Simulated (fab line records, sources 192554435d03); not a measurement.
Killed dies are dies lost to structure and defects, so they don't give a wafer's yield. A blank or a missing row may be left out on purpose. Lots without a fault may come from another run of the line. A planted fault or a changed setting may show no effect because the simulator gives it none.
fab line records | flow n5_finfet | part 2 of 2: steps 22 to 27 of 27
record lots=5 wafers=15 last_day=17
route steps=1938 shown BEOL_M15@1788
lots that met no fault: from a run of the same line without faults
start_h: hours from the record's first day to the start of the lot's first wafer shown | wait_h: hours since the lot's step before | " the same as in the row above | L1.1+2: a row that stands for several wafers | - no value, or no start given | * or withheld: withheld | < > ~ a bound
route shown NAME@n: a module of which the file shows steps, and the number in the route of the first | usual: mean/standard deviation of fault-free wafers | same: alike in all rows | chamber/n: place in a boat | sites: the reading at each site | _std_site: their standard deviation | _edge_site: outer sites' mean less inner sites' | radius_mm: how far each site lies from the wafer's centre | mask NAME#n: copy n | behind: the tool/chamber that last shaped the wafer | hold: why the lot was held/for how many hours/how that ended | device: the transistor (n, p or np) that didn't switch | end of line: the same wafers' tests at the end of the route | a step without rows: its recipe alone | killed: dies lost to structure and defects at the first sort, not the wafer's yield | map: a wafer's dies, x killed, . not, _ none there
set.NAME: the setting as run; set.NAME@STEP: as run at that earlier step | model.NAME: the simulator's own value behind a step, which no gauge read
lots at some steps of the route; a table a step, a row a wafer
services: from which hour (start_h, from the record's first day; less than 0 if before it) a tool's chamber was out of use, for how many hours, and why
## steps
# step N5_BEOL_M15_TRENCH_ETCH_34
# recipe chemistry=C4F8/O2/Ar target=SiO2 target_depth_a=8729.3 he_inner_torr=15 he_outer_torr=30 time_s=199 ion_energy_ev=800 pressure_mtorr=20 source_w=1905 bias_w=2040 Ar_flow_sccm=400 C4F8_flow_sccm=16 O2_flow_sccm=12
# usual drypump_motor_current_A=5.8/0.41 oes_product_au=0.79/0.096 rf_vpp_V=2220/51 showerhead_plenum_p_Torr=3.46/0.12 throttle_valve_pct=30.93/0.25
# columns lot.wafer tool chamber start_h wait_h drypump_motor_current_A oes_product_au rf_hours_counter_h rf_vpp_V showerhead_plenum_p_Torr throttle_valve_pct
L076.1 rie_diel-05 3 256.97 0.0 6.1 0.71 210 2316 3.53 31.10
L076.3 " 1 " " 5.8 0.74 201 2176 3.39 31.06
L076.5 " 0 " " 6.3 0.69 - 2254 3.27 30.97
L075.1 rie_diel-03 3 260.27 0.0 5.7 0.87 36 2284 3.49 30.64
L075.5 " 1 " " 5.2 0.78 - 2196 3.36 30.76
L075.6 " 3 " " 5.7 0.87 - 2284 3.49 30.62
L082.2 rie_diel-03 0 334.12 0.0 5.9 0.78 134 2173 3.57 30.87
L082.3 " 3 " " 5.6 0.84 57 2282 3.48 30.63
L082.5 " 1 " " 5.2 0.76 - 2196 3.34 30.76
L087.1 rie_diel-04 2 347.96 0.0 6.1 0.94 18 2194 3.39 31.03
L087.2 " 1 " " 5.2 0.77 146 2186 3.47 31.45
L087.3 " 0 " " 5.2 0.69 218 2154 3.25 31.06
L089.2 rie_diel-04 2 372.25 0.0 6.1 0.94 25 2194 3.39 31.02
L089.4 " 0 " " 5.2 0.68 224 2154 3.24 31.06
L089.6 " 0 " " 5.2 0.68 - 2153 3.25 31.06
# step N5_BEOL_M15_STRIP_36
# recipe chemistry=O2 power_w=600 temp_c=60 pressure_mtorr=30 rf_frequency_hz=6e+07 bias_power_w=0 overash_fraction=0.3 o2_flow_sccm=225
# usual drypump_motor_current_A=5.7/0.37 oes_product_au=0.80/0.085 rf_vpp_V=3.6/0.87 showerhead_plenum_p_Torr=2.12/0.085 throttle_valve_pct=16.64/0.25
# columns lot.wafer tool chamber start_h wait_h drypump_motor_current_A oes_product_au rf_hours_counter_h rf_vpp_V showerhead_plenum_p_Torr throttle_valve_pct
L076.1 rie_diel-03 3 257.98 0.8 5.6 0.89 34 3.8 2.14 16.41
L076.3 " 1 " " 5.1 0.78 105 5.0 2.02 16.36
L076.5 " 3 " " 5.6 0.88 - 3.7 2.14 16.44
L075.1 rie_diel-04 1 261.07 0.6 5.3 0.81 117 4.5 2.11 16.89
L075.5 " 1 " " 5.2 0.79 - 4.1 2.11 16.90
L075.6 " 0 " " 5.1 0.71 - 2.8 2.00 16.98
L082.2 rie_diel-03 0 336.18 1.9 5.9 0.78 135 3.2 2.19 16.80
L082.3 " 2 " " 5.8 0.93 18 2.7 2.24 16.37
L082.5 " 3 " " 5.6 0.84 - 3.0 2.13 16.47
L087.1 rie_diel-03 0 350.16 2.0 5.9 0.77 139 4.9 2.19 16.80
L087.2 " 3 " " 5.7 0.83 62 5.0 2.13 16.50
L087.3 " 1 " " 5.1 0.76 132 4.3 2.01 16.39
L089.2 rie_diel-04 3 379.04 6.6 5.9 0.82 82 3.7 2.23 16.48
L089.4 " 1 " " 5.3 0.76 155 3.3 2.09 16.96
L089.6 " 0 " " 5.1 0.68 - 1.9 1.99 17.07
# step N5_BEOL_M15_STRIP_62
# recipe chemistry=O2 power_w=600 temp_c=60 pressure_mtorr=30 rf_frequency_hz=6e+07 bias_power_w=0 overash_fraction=0.3 o2_flow_sccm=225
# usual drypump_motor_current_A=5.7/0.37 oes_product_au=0.79/0.083 rf_vpp_V=3.6/0.47 showerhead_plenum_p_Torr=2.12/0.085 throttle_valve_pct=16.64/0.25
# columns lot.wafer tool chamber start_h wait_h drypump_motor_current_A oes_product_au rf_hours_counter_h rf_vpp_V showerhead_plenum_p_Torr throttle_valve_pct
L076.1 rie_diel-03 3 - - 5.7 0.88 34 3.1 2.14 16.46
L076.3 " 1 " " 5.2 0.77 105 4.1 2.02 16.34
L076.5 " 3 " " 5.7 0.88 - 4.0 2.14 16.43
L075.1 rie_diel-04 1 - - 5.2 0.79 117 3.9 2.11 16.89
L075.5 " 1 " " 5.2 0.79 - 3.4 2.11 16.89
L075.6 " 0 " " 5.1 0.72 - 3.4 2.00 17.02
L082.2 rie_diel-03 0 - - 5.9 0.76 135 2.9 2.19 16.79
L082.3 " 2 " " 5.8 0.92 18 3.5 2.24 16.34
L082.5 " 3 " " 5.7 0.82 - 3.0 2.13 16.48
L087.1 rie_diel-03 0 - - 5.8 0.77 139 4.5 2.19 16.79
L087.2 " 3 " " 5.6 0.84 62 4.2 2.13 16.48
L087.3 " 1 " " 5.1 0.75 132 3.8 2.01 16.40
L089.2 rie_diel-04 3 - - 5.9 0.84 82 3.9 2.23 16.49
L089.4 " 1 " " 5.2 0.76 155 3.1 2.09 16.97
L089.6 " 0 " " 5.1 0.69 - 3.8 1.99 17.06
# step N5_BEOL_M15_STRIP_37
# recipe chemistry=O2 power_w=600 temp_c=60 pressure_mtorr=30 rf_frequency_hz=6e+07 bias_power_w=0 overash_fraction=0.3 o2_flow_sccm=225
# usual drypump_motor_current_A=5.7/0.37 oes_product_au=0.79/0.084 rf_vpp_V=3.6/0.57 showerhead_plenum_p_Torr=2.12/0.085 throttle_valve_pct=16.64/0.25
# columns lot.wafer tool chamber start_h wait_h drypump_motor_current_A oes_product_au rf_hours_counter_h rf_vpp_V showerhead_plenum_p_Torr throttle_valve_pct
L076.1 rie_diel-03 3 - - 5.6 0.88 34 2.7 2.14 16.44
L076.3 " 1 " " 5.2 0.77 105 3.0 2.02 16.35
L076.5 " 3 " " 5.6 0.89 - 3.1 2.14 16.43
L075.1 rie_diel-04 1 - - 5.2 0.79 117 4.2 2.11 16.90
L075.5 " 1 " " 5.2 0.79 - 3.4 2.11 16.89
L075.6 " 0 " " 5.1 0.71 - 3.2 2.00 16.99
L082.2 rie_diel-03 0 - - 5.9 0.78 135 3.7 2.19 16.79
L082.3 " 2 " " 5.8 0.93 18 3.4 2.24 16.33
L082.5 " 3 " " 5.6 0.84 - 4.1 2.13 16.47
L087.1 rie_diel-03 0 - - 5.9 0.77 139 3.5 2.19 16.81
L087.2 " 3 " " 5.7 0.83 62 3.9 2.13 16.48
L087.3 " 1 " " 5.2 0.74 132 3.4 2.01 16.36
L089.2 rie_diel-04 3 - - 5.8 0.84 82 4.0 2.23 16.51
L089.4 " 1 " " 5.2 0.75 155 3.5 2.09 16.97
L089.6 " 0 " " 5.1 0.69 - 3.6 1.99 17.03
# step N5_BEOL_M15_ETCH_38
# recipe chemistry=CF4/N2 target=SiCN target_depth_a=1064 taper_deg=2 time_s=120.5 ion_energy_ev=150 mask_material=SiO2 pressure_mtorr=40 source_w=430 bias_w=70 Ar_flow_sccm=100 cf4_flow_sccm=60 n2_flow_sccm=60
# usual drypump_motor_current_A=5.7/0.37 oes_product_au=0.80/0.084 rf_vpp_V=382.9/2.1 showerhead_plenum_p_Torr=2.23/0.081 throttle_valve_pct=15.40/0.23
# columns lot.wafer tool chamber start_h wait_h drypump_motor_current_A oes_product_au rf_hours_counter_h rf_vpp_V showerhead_plenum_p_Torr throttle_valve_pct
L076.1 rie_diel-03 3 - - 5.6 0.86 34 382.2 2.25 15.18
L076.3 " 1 " " 5.2 0.77 105 380.2 2.15 15.22
L076.5 " 3 " " 5.7 0.87 - 384.3 2.25 15.20
L075.1 rie_diel-04 1 - - 5.2 0.80 117 382.5 2.22 15.65
L075.5 " 1 " " 5.2 0.80 - 383.3 2.22 15.65
L075.6 " 0 " " 5.1 0.72 - 379.9 2.10 15.71
L082.2 rie_diel-03 0 - - 5.8 0.78 135 383.6 2.30 15.55
L082.3 " 2 " " 5.8 0.93 18 385.9 2.35 15.08
L082.5 " 3 " " 5.7 0.82 - 383.3 2.24 15.25
L087.1 rie_diel-03 0 - - 5.8 0.77 139 383.5 2.30 15.56
L087.2 " 3 " " 5.6 0.83 62 383.5 2.24 15.26
L087.3 " 1 " " 5.1 0.75 132 381.5 2.14 15.28
L089.2 rie_diel-04 3 - - 5.9 0.83 82 384.7 2.31 15.14
L089.4 " 1 " " 5.2 0.76 155 381.9 2.21 15.73
L089.6 " 0 " " 5.1 0.69 - 379.3 2.08 15.77
# step N5_BEOL_M15_PRECLEAN_39
# recipe chemistry=residue_remover time_s=60 temp_c=40
# columns lot.wafer tool chamber start_h wait_h
L076.1+3+5 wet_bench-01 5,3,0 258.25 -
L075.1+5+6 wet_bench-01 3,4,1 261.35 -
L082.2+3+5 wet_bench-04 5,1,3 336.46 -
L087.1+2+3 wet_bench-04 5,7,3 350.43 -
L089.2+4+6 wet_bench-04 3,1,7 379.31 -
## services
# columns tool chamber start_h hours kind
rie_diel-04 0 237.79 3.5 repair
rie_diel-04 1 248.31 9.3 repair
rie_diel-03 2 249.73 7.8 repair
rie_diel-04 2 257.85 - clean
rie_diel-04 2 257.85 - consumable_replace:focus_ring
rie_diel-04 2 257.85 35.0 scheduled_down
rie_diel-04 2 257.85 35.0 vent_cycle
rie_diel-03 2 260.64 - clean
rie_diel-03 2 260.64 - consumable_replace:focus_ring
rie_diel-03 2 260.64 - consumable_replace:showerhead
rie_diel-03 2 260.64 16.2 scheduled_down
rie_diel-03 2 260.64 16.2 vent_cycle
krf_scanner-01 - 263.35 1.0 pm
krf_scanner-02 - 268.57 0.2 repair
rie_diel-04 1 284.76 2.5 repair
krf_scanner-02 - 290.67 1.4 repair
krf_scanner-01 - 292.07 0.8 pm
krf_scanner-02 - 293.50 1.3 pm
wet_bench-04 - 293.71 1.9 pm
rie_diel-05 0 307.78 - clean
krf_scanner-01 - 324.16 1.3 pm
rie_diel-04 3 324.90 6.0 repair
krf_scanner-01 - 328.22 8.8 repair
rie_diel-05 2 342.02 12.7 repair
